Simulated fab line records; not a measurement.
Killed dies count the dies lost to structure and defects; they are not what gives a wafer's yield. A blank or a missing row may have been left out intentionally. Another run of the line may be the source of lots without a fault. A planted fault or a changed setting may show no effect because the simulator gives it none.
Comparing a struck lot with a sound one / flow nand-harc / 15 out of 1302 route steps
Sound: wafers L214.1, L214.2, L214.3. Struck: wafers L206.5, L206.6. The cause is named last.
Each step with rows lists, per side, the tool, then ch with its chambers, then its first start. Under that, the readings that differ: sound wafers / struck wafers / difference of the means / sigmas: that difference in standard deviations of wafers without a fault.
alike: words and numbers the same on both sides, and readings whose means are apart by under 2 such deviations; not compared: readings that were withheld, readings missing a value for some wafer, numbers with overlapping values and no deviation given by the record, and bounds like >300 which may hide the same value.
A row with sigmas, a row that says differs or no value, or rows on one side alone: a step with any of these is where the two part. Numbers that have no deviation but don't overlap get no sigmas and don't part them. A reading that every wafer of one side lacks parts them only if that side has two wafers or more.

first, 5 steps without rows for these wafers: NHARC_A_CONTACT_SOFTBAKE_37 (time 55 s); NHARC_A_CONTACT_EBR_38; NHARC_A_CONTACT_EXPOSE_39 (exposes mask A CC 3); NHARC_A_CONTACT_PEB_40 (peb time 65 s); NHARC_A_CONTACT_DEVELOP_41 (develop time 35 s).
NHARC_A_CONTACT_CD_MEAS_42: the cd target is 300 nm.
  sound on cd-sem-01 ch 0, day 30 17:49; struck on cd-sem-01 ch 0, day 27 20:38
  alike: cd-nm
NHARC_A_CONTACT_OVL_MEAS_43:
  sound on overlay-01 at day 30 17:55; struck on overlay-02 at day 27 20:43
  alike: overlay-x-nm, overlay-y-nm
NHARC_A_CONTACT_INSPECT_44:
  sound on defect-inspect-01 at day 30 17:57; struck on defect-inspect-02 at day 27 20:45
reading=raw-defect-count; sound=128 142 112; struck=44 46; difference=-82; sigmas=-2
NHARC_A_CONTACT_DESCUM_47: chemistry O2, time 3 s.
  sound on rie-diel-07 ch 0,2,3, day 30 18:01; struck on rie-diel-11 ch 0,3, day 27 21:11
reading=rf-hours-counter-h (h); sound=0 0 0; struck=- -; difference=no value on the struck wafers; sigmas=
  alike: drypump-motor-current-A, oes-product-au, rf-vpp-V, showerhead-plenum-p-Torr, throttle-valve-pct
NHARC_A_CONTACT_ETCH_48: etches the open film in CF4, target depth 39 nm, time 65 s.
  sound on rie-diel-07 ch 0,2,3, day 30 18:07; struck on rie-diel-11 ch 1,2, day 27 22:02
reading=rf-hours-counter-h (h); sound=0 0 0; struck=- -; difference=no value on the struck wafers; sigmas=
  alike: drypump-motor-current-A, oes-product-au, rf-vpp-V, showerhead-plenum-p-Torr, throttle-valve-pct
NHARC_A_CONTACT_ETCH_49: etches the open film in N2/H2, target depth 260 nm, time 475.3 s.
  sound on rie-diel-07 ch 0,1,2; struck on rie-diel-11 ch 2,3
reading=rf-hours-counter-h (h); sound=0 0 0; struck=- -; difference=no value on the struck wafers; sigmas=
reading=throttle-valve-pct (%); sound=14.187 14.167 14.173; struck=14.145 14.156; difference=-0.025; sigmas=-3
  alike: drypump-motor-current-A, oes-product-au, rf-vpp-V, showerhead-plenum-p-Torr
NHARC_A_CONTACT_ETCH_50: etches the open film in CF4/CHF3, target depth 121 nm, time 60.5 s.
  sound on rie-diel-07 ch 0,1,3; struck on rie-diel-11 ch 0,1
reading=rf-hours-counter-h (h); sound=0 0 0; struck=- -; difference=no value on the struck wafers; sigmas=
reading=rf-vpp-V (V); sound=367.9 372.0 366.8; struck=374.1 373.8; difference=+5.1; sigmas=+2
  alike: drypump-motor-current-A, oes-product-au, showerhead-plenum-p-Torr, throttle-valve-pct
NHARC_A_CONTACT_ETCH_51: etches the open film in O2/COS, target depth 7000 nm, time 1820 s.
  sound on rie-diel-07 ch 0,1,3, day 30 18:56; struck on rie-diel-11 ch 0,1, day 27 23:10
reading=oes-product-au (a.u.); sound=0.995 0.991 0.993; struck=0.819 0.824; difference=-0.172; sigmas=-16
reading=rf-hours-counter-h (h); sound=1 1 1; struck=- -; difference=no value on the struck wafers; sigmas=
  alike: drypump-motor-current-A, rf-vpp-V, showerhead-plenum-p-Torr, throttle-valve-pct
NHARC_A_CONTACT_ETCH_111: etches the open film in C4F8/O2/Ar, time 140 s, target depth 700 nm.
  sound on har-cap-etch-01 ch 0,1, day 30 20:02; struck on har-cap-etch-01 ch 0,1, day 28 00:00
  not compared: rf-hours-counter-h
next, for these wafers, 1 step has no rows: NHARC_END_SORT_01.

## WHERE THEY PART
Earliest at NHARC_A_CONTACT_INSPECT_44; latest, in this record, at NHARC_A_CONTACT_ETCH_51.

WHY: whatever the simulator had introduced
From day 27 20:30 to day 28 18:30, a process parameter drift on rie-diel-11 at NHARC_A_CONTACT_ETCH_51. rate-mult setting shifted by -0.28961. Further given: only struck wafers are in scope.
